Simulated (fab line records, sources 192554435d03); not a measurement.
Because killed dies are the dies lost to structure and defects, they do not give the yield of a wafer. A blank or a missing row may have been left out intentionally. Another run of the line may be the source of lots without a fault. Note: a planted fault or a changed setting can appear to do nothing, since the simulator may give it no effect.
fab line records	flow n5-finfet
record lots=4	wafers=21
route steps=1938 shown WELL_APT@21 FIN_SAQP@103 FIN_CUT@160 SDB@348 HKMG_FIN@424
start-h: hours from the record's first day to the start of the lot's first wafer shown	wait-h: hours elapsed since this lot's preceding step	" as in the row above	L1.1+2: a single row standing in for several wafers	- no value, or no start was given	* or withheld: withheld	< > ~ a bound
route shown NAME@n: names a module that has steps shown in the file, with the first one's number in the route	usual: mean and standard deviation over wafers with no fault	same: alike in all rows	chamber/n: place in a boat	sites: readings site by site	_std_site: standard deviation across them	_edge_site: outer sites' mean less inner sites'	radius-mm: for every site, how far away it sits from the centre of the wafer	mask NAME#n: copy n	behind: the last tool/chamber to shape the wafer	hold: why the lot was held/for how many hours/how that ended	device: which transistor (n, p or np) failed to switch	end of line: the same wafers' tests at the end of the route	a step given without rows: its recipe and nothing more	killed: not the wafer's yield, but the dies lost to structure and defects at the first sort	map: shows each die of a wafer: x if killed, . if not, _ if none is there
set.NAME: setting as actually run; set.NAME@STEP: the setting as run at that earlier step	model.NAME: the simulator's own value behind a step, which no gauge read
lots run with intentionally changed settings; tables by step, rows by wafer
## steps
# step N5_WELL_APT_COAT_02
# recipe spin-rpm=1357	resist-thk-nm=950
lot.wafer	tool	chamber	start-h	wait-h	set.spin-rpm	model.coat_of_WELL_APT_COAT_02.thk-nm
L079.1	litho-track-01	0	-	-	1357	953
L079.2	"	0	"	"	1357	952.2
L079.3	"	0	"	"	1357	952
L079.4	"	0	"	"	1357	951.8
L079.5	"	0	"	"	1357	950.5
L079.6	"	0	"	"	1357	955.7
L081.4	litho-track-05	0	-	-	1357	955.3
L081.5	"	0	"	"	1357	954.4
L081.6	"	0	"	"	1357	954.5
L087.1+3	litho-track-03	0	-	-	1357	949.5
L087.2	"	0	"	"	1357	950.3
L087.4	"	0	"	"	1264	985.6
L087.5	"	0	"	"	1264	982.3
L087.6	"	0	"	"	1264	986.9
L089.1	litho-track-01	0	-	-	1357	952.5
L089.2	"	0	"	"	1485	909.4
L089.3	"	0	"	"	1357	951
L089.4	"	0	"	"	1357	952.3
L089.5	"	0	"	"	1485	907.4
L089.6	"	0	"	"	1485	913.4
# step N5_FIN_SAQP_COAT_49
# recipe resist=SOC	temp-c=250	time-s=60	spin-rpm=1500	resist-thk-nm=100
lot.wafer	tool	chamber	start-h	wait-h	set.spin-rpm	model.SOC_of_FIN_SAQP_COAT_49.thk-nm
L079.1	litho-track-02	0	51.44	0.1	1500	100.8
L079.2+5	"	0	"	"	1500	100.6
L079.3+4	"	0	"	"	1500	100.5
L079.6	"	0	"	"	1500	100.9
L081.4	litho-track-02	0	63.28	0.0	1500	100.6
L081.5	"	0	"	"	1500	100.7
L081.6	"	0	"	"	1500	100.9
L087.1	litho-track-01	0	100.12	0.1	1664	95.48
L087.2	"	0	"	"	1500	100.8
L087.3	"	0	"	"	1664	95.17
L087.4+5	"	0	"	"	1500	100.3
L087.6	"	0	"	"	1664	95.39
L089.1	litho-track-03	0	112.38	0.1	1500	100.1
L089.2	"	0	"	"	1500	100.4
L089.3	"	0	"	"	1635	96.07
L089.4	"	0	"	"	1635	95.87
L089.5	"	0	"	"	1635	95.9
L089.6	"	0	"	"	1500	100.2
# step N5_FIN_SAQP_COAT_50
# recipe resist=SiARC	temp-c=220	time-s=60	spin-rpm=1500	resist-thk-nm=35
# step N5_FIN_SAQP_COAT_10
# recipe resist=CAR-ArF	spin-rpm=1500	resist-thk-nm=90
# step N5_FIN_SAQP_DESCUM_21
# recipe chemistry=O2	time-s=7.9	source-power-w=50	bias-power-w=20	pressure-mtorr=20	rf-frequency-hz=2.712e+07	temp-c=40	resist=CAR-ArF	o2-flow-sccm=225
# step N5_FIN_SAQP_ETCH_51
# recipe chemistry=CF4	target=SiARC	target-depth-a=455	mask-material=CAR-ArF	time-s=75.8	ion-energy-ev=80	pressure-mtorr=40	source-w=545	bias-w=36	Ar_flow_sccm=100	cf4-flow-sccm=100	ends=cleared
# step N5_FIN_SAQP_ETCH_52
# recipe chemistry=N2/H2	target=SOC	target-depth-a=1000	overetch-a=200	mask-material=SiARC	temp-c=40	time-s=150	ion-energy-ev=200	pressure-mtorr=30	source-w=840	bias-w=150	n2-flow-sccm=200	h2-flow-sccm=200	ends=end-point
lot.wafer	tool	chamber	start-h	wait-h	set.spin-rpm@FIN_SAQP_COAT_49	model.etch.depth-nm
L079.1	rie-diel-03	3	52.00	0.0	1500	100.8
L079.2+5	"	2,3	"	"	1500	100.6
L079.3+4	"	0,1	"	"	1500	100.5
L079.6	"	2	"	"	1500	100.9
L081.4	rie-diel-03	1	63.89	0.0	1500	100.6
L081.5	"	0	"	"	1500	100.7
L081.6	"	2	"	"	1500	100.9
L087.1	rie-diel-01	3	100.55	0.0	1664	95.48
L087.2	"	2	"	"	1500	100.8
L087.3	"	1	"	"	1664	95.17
L087.4+5	"	0,1	"	"	1500	100.3
L087.6	"	0	"	"	1664	95.39
L089.1	rie-diel-06	3	112.94	0.0	1500	100.1
L089.2	"	0	"	"	1500	100.4
L089.3	"	2	"	"	1635	96.07
L089.4	"	1	"	"	1635	95.87
L089.5	"	3	"	"	1635	95.9
L089.6	"	2	"	"	1500	100.2
# step N5_FIN_SAQP_STRIP_53
# recipe chemistry=N2/H2	temp-c=40	n2-flow-sccm=200	h2-flow-sccm=200	rf-frequency-hz=6e+07
# step N5_FIN_SAQP_HM_OPEN_73
# recipe chemistry=CHF3/O2	target=SiO2	stop-on=a-Si	target-depth-a=120	over-etch-frac=1.8	mask-material=SOC	time-s=16.8	pressure-mtorr=30	source-w=650	bias-w=170	Ar_flow_sccm=200	CHF3_flow_sccm=50	O2_flow_sccm=5	ion-energy-ev=200	ends=end-point
# step N5_FIN_SAQP_STRIP_74
# recipe chemistry=CHF3/O2	resist=SiARC	rf-frequency-hz=6e+07
# step N5_FIN_SAQP_MANDREL_ETCH_22
# recipe target-depth-a=600	chemistry=HBr/Cl2	target=a-Si	stop-on=SiNx	bt-time-s=10	over-etch-frac=0.5	time-s=30	pressure-mtorr=10	icp-w=800	bias-w=75	HBr_flow_sccm=150	Cl2_flow_sccm=80	ends=end-point
lot.wafer	tool	chamber	start-h	wait-h	set.spin-rpm@FIN_SAQP_COAT_49	model.SOC_of_FIN_SAQP_COAT_49.thk-nm
L079.1	rie-si-04	0	52.20	0.0	1500	77
L079.2	"	1	"	"	1500	75.83
L079.3	"	3	"	"	1500	76.44
L079.4	"	2	"	"	1500	75.26
L079.5	"	0	"	"	1500	76.6
L079.6	"	1	"	"	1500	75.93
L081.4	rie-si-01	1	64.07	0.1	1500	76.86
L081.5	"	3	"	"	1500	76.23
L081.6	"	0	"	"	1500	76.46
L087.1	rie-si-05	3	100.74	0.0	1664	71.89
L087.2	"	2	"	"	1500	77.66
L087.3	"	0	"	"	1664	71.71
L087.4	"	1	"	"	1500	76.06
L087.5	"	3	"	"	1500	76.72
L087.6	"	0	"	"	1664	71.81
L089.1	rie-si-05	3	113.13	0.0	1500	76.58
L089.2	"	0	"	"	1500	77.09
L089.3	"	2	"	"	1635	72.72
L089.4	"	1	"	"	1635	71.62
L089.5	"	1	"	"	1635	71.65
L089.6	"	2	"	"	1500	77.03
# step N5_FIN_CUT_EXPOSE_05
# recipe mask-id=FIN_CUT	na=0.33	source-shape=annular	sigma-inner=0.35	sigma-outer=0.8	polarization=unpolarized	dose-mj=45.75
lot.wafer	tool	chamber	start-h	wait-h	mask	set.dose-mj
L079.1+3+4	euv-scanner-01	0	57.23	-	FIN_CUT#0	46.98
L079.2+5+6	"	0	"	"	FIN_CUT#0	45.75
L081.4+5+6	euv-scanner-02	0	69.63	-	FIN_CUT#0	45.75
L087.1+5+6	euv-scanner-02	0	109.65	-	FIN_CUT#0	45.75
L087.2+3+4	"	0	"	"	FIN_CUT#0	44.36
L089.1+2+3	euv-scanner-02	0	117.17	-	FIN_CUT#0	45.75
L089.4+5+6	"	0	"	"	FIN_CUT#0	43.16
# step N5_FIN_CUT_PEB_06
# recipe peb-temp-c=100	peb-time-s=60	resist=CAR-EUV
# step N5_FIN_CUT_DEVELOP_07
# recipe develop-time-s=30	developer=TMAH	resist=CAR-EUV	rinse-liquid=surfactant-rinse	dry=air-spin	dev-temp-c=23
# step N5_FIN_CUT_CD_MEAS_08
# recipe target-cd-nm=29.1	landing-energy-ev=500	detector=se-inlens	polarity=opening
# usual cd-nm=29.1/0.31
lot.wafer	tool	chamber	start-h	wait-h	set.dose-mj@FIN_CUT_EXPOSE_05	cd-nm
L079.1	cd-sem-03	0	57.36	-	46.98	29.0
L079.2	"	0	"	"	45.75	28.7
L079.3	"	0	"	"	46.98	29.6
L079.4	"	0	"	"	46.98	29.2
L079.5	"	0	"	"	45.75	28.8
L079.6	"	0	"	"	45.75	28.8
L081.4	cd-sem-01	0	69.74	-	45.75	29.4
L081.5	"	0	"	"	45.75	29.1
L081.6	"	0	"	"	45.75	29.3
L087.1	cd-sem-02	0	109.79	-	45.75	29.1
L087.2	"	0	"	"	44.36	28.4
L087.3	"	0	"	"	44.36	28.5
L087.4	"	0	"	"	44.36	28.9
L087.5	"	0	"	"	45.75	29.2
L087.6	"	0	"	"	45.75	29.3
L089.1	cd-sem-03	0	117.31	-	45.75	28.9
L089.2	"	0	"	"	45.75	28.8
L089.3	"	0	"	"	45.75	28.7
L089.4	"	0	"	"	43.16	28.0
L089.5	"	0	"	"	43.16	27.7
L089.6	"	0	"	"	43.16	27.7
# step N5_FIN_CUT_DESCUM_13
# recipe chemistry=O2	time-s=7	source-power-w=50	bias-power-w=20	pressure-mtorr=20	rf-frequency-hz=2.712e+07	temp-c=40	resist=CAR-EUV	o2-flow-sccm=225
# step N5_FIN_CUT_ETCH_30
# recipe chemistry=N2/H2	target=underlayer	target-depth-a=130	mask-material=CAR-EUV	time-s=10.4	ion-energy-ev=200	pressure-mtorr=30	source-w=840	bias-w=150	n2-flow-sccm=200	h2-flow-sccm=200	ends=cleared
lot.wafer	tool	chamber	start-h	wait-h	set.dose-mj@FIN_CUT_EXPOSE_05	model.FIN_CUT.cd-offset-nm
L079.1	rie-diel-04	1	57.52	0.0	46.98	0
L079.2	"	3	"	"	45.75	-0.4
L079.3+4	"	0,2	"	"	46.98	0.4
L079.5	"	3	"	"	45.75	-0.2
L079.6	"	2	"	"	45.75	0.2
L081.4+5	rie-diel-02	1,0	69.90	0.0	45.75	-0.2
L081.6	"	2	"	"	45.75	0.2
L087.1	rie-diel-04	1	109.94	0.0	45.75	-0.2
L087.2	"	3	"	"	44.36	-0.8
L087.3	"	0	"	"	44.36	-0.6
L087.4	"	2	"	"	44.36	-0.2
L087.5	"	3	"	"	45.75	0
L087.6	"	2	"	"	45.75	0.2
L089.1	rie-diel-02	3	117.70	0.0	45.75	0
L089.2	"	2	"	"	45.75	-0.2
L089.3	"	1	"	"	45.75	-0.4
L089.4	"	0	"	"	43.16	-1.6
L089.5	"	3	"	"	43.16	-1.2
L089.6	"	2	"	"	43.16	-1.4
# step N5_SDB_COAT_03
# recipe resist=SOC	temp-c=250	time-s=60	spin-rpm=1500	resist-thk-nm=100
lot.wafer	tool	chamber	start-h	wait-h	set.spin-rpm	model.SOC_of_SDB_COAT_03.thk-nm
L079.1	litho-track-01	0	98.72	0.1	1500	100.2
L079.2	"	0	"	"	1500	100.4
L079.3	"	0	"	"	1500	100
L079.4	"	0	"	"	1574	97.4
L079.5	"	0	"	"	1574	97.8
L079.6	"	0	"	"	1574	97.6
L081.4+5	litho-track-03	0	111.07	0.0	1500	100.4
L081.6	"	0	"	"	1500	100.2
L087.1+2	litho-track-01	0	149.38	0.1	1500	100
L087.3+5+6	"	0	"	"	1500	99.8
L087.4	"	0	"	"	1500	100.2
L089.1	litho-track-01	0	160.66	0.1	1500	100.4
L089.2+5	"	0	"	"	1369	105
L089.3	"	0	"	"	1500	100.2
L089.4	"	0	"	"	1369	104.8
L089.6	"	0	"	"	1500	100
# step N5_SDB_COAT_05
# recipe resist=CAR-ArF	spin-rpm=1500	resist-thk-nm=90
lot.wafer	tool	chamber	start-h	wait-h	set.spin-rpm	model.CAR-ArF_of_SDB_COAT_05.thk-nm
L079.1+2	litho-track-01	0	-	-	1500	90.6
L079.3	"	0	"	"	1665	86
L079.4	"	0	"	"	1665	85.8
L079.5	"	0	"	"	1500	90
L079.6	"	0	"	"	1665	85.6
L081.4	litho-track-03	0	-	-	1500	90
L081.5+6	"	0	"	"	1500	90.2
L087.1+3	litho-track-01	0	-	-	1500	90
L087.2+5	"	0	"	"	1632	86.6
L087.4	"	0	"	"	1500	90.4
L087.6	"	0	"	"	1632	86.8
L089.1	litho-track-01	0	-	-	1500	90.4
L089.2+4+6	"	0	"	"	1642	86
L089.3	"	0	"	"	1500	89.8
L089.5	"	0	"	"	1500	90
# step N5_SDB_EBR_07
# recipe solvent=PGMEA	ebr-width-mm=1.5
# step N5_SDB_SOFTBAKE_06
# recipe temp-c=110	time-s=60	resist=CAR-ArF
# step N5_SDB_DESCUM_16
# recipe chemistry=O2	time-s=7.9	source-power-w=50	bias-power-w=20	pressure-mtorr=20	rf-frequency-hz=2.712e+07	temp-c=40	resist=CAR-ArF	o2-flow-sccm=225
# step N5_SDB_ETCH_17
# recipe chemistry=CF4	target=SiARC	target-depth-a=234	mask-material=CAR-ArF	time-s=39	ion-energy-ev=80	pressure-mtorr=40	source-w=545	bias-w=36	Ar_flow_sccm=100	cf4-flow-sccm=100	ends=cleared
lot.wafer	tool	chamber	start-h	wait-h	set.spin-rpm@SDB_COAT_05	model.CAR-ArF_of_SDB_COAT_05.thk-nm
L079.1	rie-diel-06	1	99.09	0.0	1500	67.2
L079.2	"	3	"	"	1500	67.4
L079.3	"	2	"	"	1665	62.6
L079.4	"	0	"	"	1665	62.4
L079.5	"	1	"	"	1500	66.6
L079.6	"	2	"	"	1665	62.2
L081.4	rie-diel-03	3	111.58	0.0	1500	66.8
L081.5	"	0	"	"	1500	66.6
L081.6	"	2	"	"	1500	67
L087.1+3	rie-diel-01	1,3	150.38	0.0	1500	66.6
L087.2	"	2	"	"	1632	63.4
L087.4	"	0	"	"	1500	67.2
L087.5	"	1	"	"	1632	63.2
L087.6	"	2	"	"	1632	63.6
L089.1	rie-diel-01	3	161.15	0.0	1500	67
L089.2	"	1	"	"	1642	62.6
L089.3	"	0	"	"	1500	66.4
L089.4	"	2	"	"	1642	62.8
L089.5	"	0	"	"	1500	66.6
L089.6	"	3	"	"	1642	62.4
# step N5_SDB_ETCH_18
# recipe chemistry=N2/H2	target=SOC	target-depth-a=1000	overetch-a=200	mask-material=SiARC	temp-c=40	time-s=150	ion-energy-ev=200	pressure-mtorr=30	source-w=840	bias-w=150	n2-flow-sccm=200	h2-flow-sccm=200
lot.wafer	tool	chamber	start-h	wait-h	set.spin-rpm@SDB_COAT_03	model.etch.depth-nm
L079.1	rie-diel-06	1	99.12	0.0	1500	100.1
L079.2	"	3	"	"	1500	100.4
L079.3	"	2	"	"	1500	100
L079.4	"	0	"	"	1574	97.5
L079.5	"	1	"	"	1574	97.74
L079.6	"	2	"	"	1574	97.57
L081.4	rie-diel-03	3	111.66	0.1	1500	100.3
L081.5	"	0	"	"	1500	100.4
L081.6	"	2	"	"	1500	100.2
L087.1	rie-diel-01	1	150.41	0.0	1500	99.93
L087.2	"	2	"	"	1500	99.9
L087.3	"	3	"	"	1500	99.83
L087.4	"	0	"	"	1500	100.1
L087.5	"	1	"	"	1500	99.87
L087.6	"	2	"	"	1500	99.76
L089.1	rie-diel-01	3	161.19	0.0	1500	100.4
L089.2+5	"	1,0	"	"	1369	105
L089.3	"	0	"	"	1500	100.2
L089.4	"	2	"	"	1369	104.8
L089.6	"	3	"	"	1500	100
# step N5_SDB_STRIP_19
# recipe chemistry=N2/H2	temp-c=40	n2-flow-sccm=200	h2-flow-sccm=200	rf-frequency-hz=6e+07
# step N5_SDB_STRIP_21
# recipe chemistry=CF4	resist=SiARC	power-w=300	bias-power-w=75	pressure-mtorr=50	cf4-flow-sccm=150	rf-frequency-hz=6e+07
# step N5_SDB_HM_OPEN_20
# recipe chemistry=CH3F/O2	target=SiNx	mask-material=SOC	target-depth-a=240	stop-on=poly-Si	over-etch-frac=0.4	ion-energy-ev=120	pressure-mtorr=30	source-w=395	bias-w=73	Ar_flow_sccm=150	CH3F_flow_sccm=30	O2_flow_sccm=20
lot.wafer	tool	chamber	start-h	wait-h	set.spin-rpm@SDB_COAT_03	model.SOC_of_SDB_COAT_03.thk-nm
L079.1+3	rie-diel-06	1,2	99.28	0.0	1500	84.4
L079.2	"	3	"	"	1500	84.8
L079.4	"	0	"	"	1574	81.2
L079.5	"	1	"	"	1574	82.2
L079.6	"	2	"	"	1574	82
L081.4	rie-diel-03	3	111.79	0.0	1500	83.8
L081.5+6	"	0,2	"	"	1500	84.4
L087.1	rie-diel-01	1	150.57	0.0	1500	84.4
L087.2	"	2	"	"	1500	83.6
L087.3+6	"	3,2	"	"	1500	83.4
L087.4	"	0	"	"	1500	84.8
L087.5	"	1	"	"	1500	84.2
L089.1	rie-diel-01	3	161.35	0.0	1500	84
L089.2	"	1	"	"	1369	89.2
L089.3	"	0	"	"	1500	85
L089.4	"	2	"	"	1369	88.4
L089.5	"	0	"	"	1369	89.6
L089.6	"	3	"	"	1500	83.4
# step N5_SDB_STRIP_22
# recipe chemistry=N2/H2	power-w=1000	temp-c=250	h2-frac=0.65	overash-fraction=0.3	pressure-mtorr=withheld	n2-flow-sccm=1750	h2-flow-sccm=3250
# usual strip-time-to-endpoint-s=96.5/0.44
lot.wafer	tool	chamber	start-h	wait-h	set.spin-rpm@SDB_COAT_03	strip-time-to-endpoint-s
L079.1	plasma-asher-02	1	99.36	0.1	1500	96.6
L079.2	"	0	"	"	1500	96.9
L079.3	"	0	"	"	1500	96.6
L079.4	"	1	"	"	1574	93.6
L079.5	"	0	"	"	1574	94.5
L079.6	"	1	"	"	1574	94.3
L081.4	plasma-asher-01	0	111.88	0.1	1500	96.1
L081.5	"	0	"	"	1500	96.5
L081.6	"	1	"	"	1500	96.6
L087.1	plasma-asher-01	0	150.65	0.1	1500	96.5
L087.2	"	1	"	"	1500	95.8
L087.3	"	0	"	"	1500	95.6
L087.4	"	1	"	"	1500	96.9
L087.5	"	1	"	"	1500	96.5
L087.6	"	0	"	"	1500	95.6
L089.1	plasma-asher-02	0	161.43	0.1	1500	96.1
L089.2	"	1	"	"	1369	101.2
L089.3	"	1	"	"	1500	97.1
L089.4	"	0	"	"	1369	100.3
L089.5	"	1	"	"	1369	101.6
L089.6	"	0	"	"	1500	95.7
# step N5_HKMG_FIN_COAT_06
# recipe resist=CAR-ArF	spin-rpm=1500	resist-thk-nm=90
lot.wafer	tool	chamber	start-h	wait-h	set.spin-rpm	model.CAR-ArF_of_HKMG_FIN_COAT_06.thk-nm
L079.1+3	litho-track-01	0	-	-	1500	90.6
L079.2+5+6	"	0	"	"	1366	94.6
L079.4	"	0	"	"	1500	89.8
L081.4+6	litho-track-01	0	-	-	1500	90
L081.5	"	0	"	"	1500	89.8
L087.1	litho-track-05	0	-	-	1390	93
L087.2	"	0	"	"	1390	93.4
L087.3	"	0	"	"	1390	93.2
L087.4+6	"	0	"	"	1500	89.6
L087.5	"	0	"	"	1500	89.4
L089.1	litho-track-04	0	-	-	1334	95.6
L089.2	"	0	"	"	1334	95.8
L089.3	"	0	"	"	1334	96.2
L089.4	"	0	"	"	1500	90.4
L089.5+6	"	0	"	"	1500	90.2
# step N5_HKMG_FIN_COAT_85
# recipe resist=SOC	temp-c=250	time-s=60	spin-rpm=1500	resist-thk-nm=300
lot.wafer	tool	chamber	start-h	wait-h	set.spin-rpm	model.SOC_of_HKMG_FIN_COAT_85.thk-nm
L079.1	litho-track-01	0	109.91	0.2	1500	300
L079.2	"	0	"	"	1500	300.4
L079.3	"	0	"	"	1500	301.4
L079.4	"	0	"	"	1610	291
L079.5	"	0	"	"	1610	290.6
L079.6	"	0	"	"	1610	290.2
L081.4	litho-track-01	0	122.15	0.2	1500	300.6
L081.5	"	0	"	"	1500	301.4
L081.6	"	0	"	"	1500	301.6
L087.1+2	litho-track-05	0	160.78	0.2	1500	299.8
L087.3	"	0	"	"	1500	300
L087.4	"	0	"	"	1500	299.4
L087.5+6	"	0	"	"	1500	300.6
L089.1	litho-track-05	0	171.11	0.2	1554	295
L089.2+6	"	0	"	"	1554	294.4
L089.3	"	0	"	"	1500	300.4
L089.4	"	0	"	"	1500	300
L089.5	"	0	"	"	1500	299.6
## key
split step=N5_WELL_APT_COAT_02	setting=spin-rpm	stated=1357	by=wafer
response step=N5_WELL_APT_COAT_02	reading=model.coat_of_WELL_APT_COAT_02.thk-nm	change=-4.68	per=1%	r=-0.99
split step=N5_FIN_SAQP_COAT_49	setting=spin-rpm	stated=1500	by=wafer
response step=N5_FIN_SAQP_COAT_49	reading=model.SOC_of_FIN_SAQP_COAT_49.thk-nm	change=-0.47	per=1%	r=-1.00
response step=N5_FIN_SAQP_ETCH_52	reading=model.etch.depth-nm	change=-0.47	per=1%	r=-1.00
response step=N5_FIN_SAQP_MANDREL_ETCH_22	reading=model.SOC_of_FIN_SAQP_COAT_49.thk-nm	change=-0.493	per=1%	r=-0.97
split step=N5_FIN_CUT_EXPOSE_05	setting=dose-mj	stated=45.75	by=wafer
response step=N5_FIN_CUT_CD_MEAS_08	reading=cd-nm	change=+0.183	per=1%	r=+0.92
response step=N5_FIN_CUT_ETCH_30	reading=model.FIN_CUT.cd-offset-nm	change=+0.196	per=1%	r=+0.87
split step=N5_SDB_COAT_03	setting=spin-rpm	stated=1500	by=wafer
response step=N5_SDB_COAT_03	reading=model.SOC_of_SDB_COAT_03.thk-nm	change=-0.538	per=1%	r=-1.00
response step=N5_SDB_ETCH_18	reading=model.etch.depth-nm	change=-0.535	per=1%	r=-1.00
response step=N5_SDB_HM_OPEN_20	reading=model.SOC_of_SDB_COAT_03.thk-nm	change=-0.562	per=1%	r=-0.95
response step=N5_SDB_STRIP_22	reading=strip-time-to-endpoint-s	change=*	per=1%	r=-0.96
split step=N5_SDB_COAT_05	setting=spin-rpm	stated=1500	by=wafer
response step=N5_SDB_COAT_05	reading=model.CAR-ArF_of_SDB_COAT_05.thk-nm	change=-0.415	per=1%	r=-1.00
response step=N5_SDB_ETCH_17	reading=model.CAR-ArF_of_SDB_COAT_05.thk-nm	change=-0.416	per=1%	r=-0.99
split step=N5_HKMG_FIN_COAT_06	setting=spin-rpm	stated=1500	by=wafer
response step=N5_HKMG_FIN_COAT_06	reading=model.CAR-ArF_of_HKMG_FIN_COAT_06.thk-nm	change=-0.496	per=1%	r=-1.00
split step=N5_HKMG_FIN_COAT_85	setting=spin-rpm	stated=1500	by=wafer
response step=N5_HKMG_FIN_COAT_85	reading=model.SOC_of_HKMG_FIN_COAT_85.thk-nm	change=-1.39	per=1%	r=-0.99
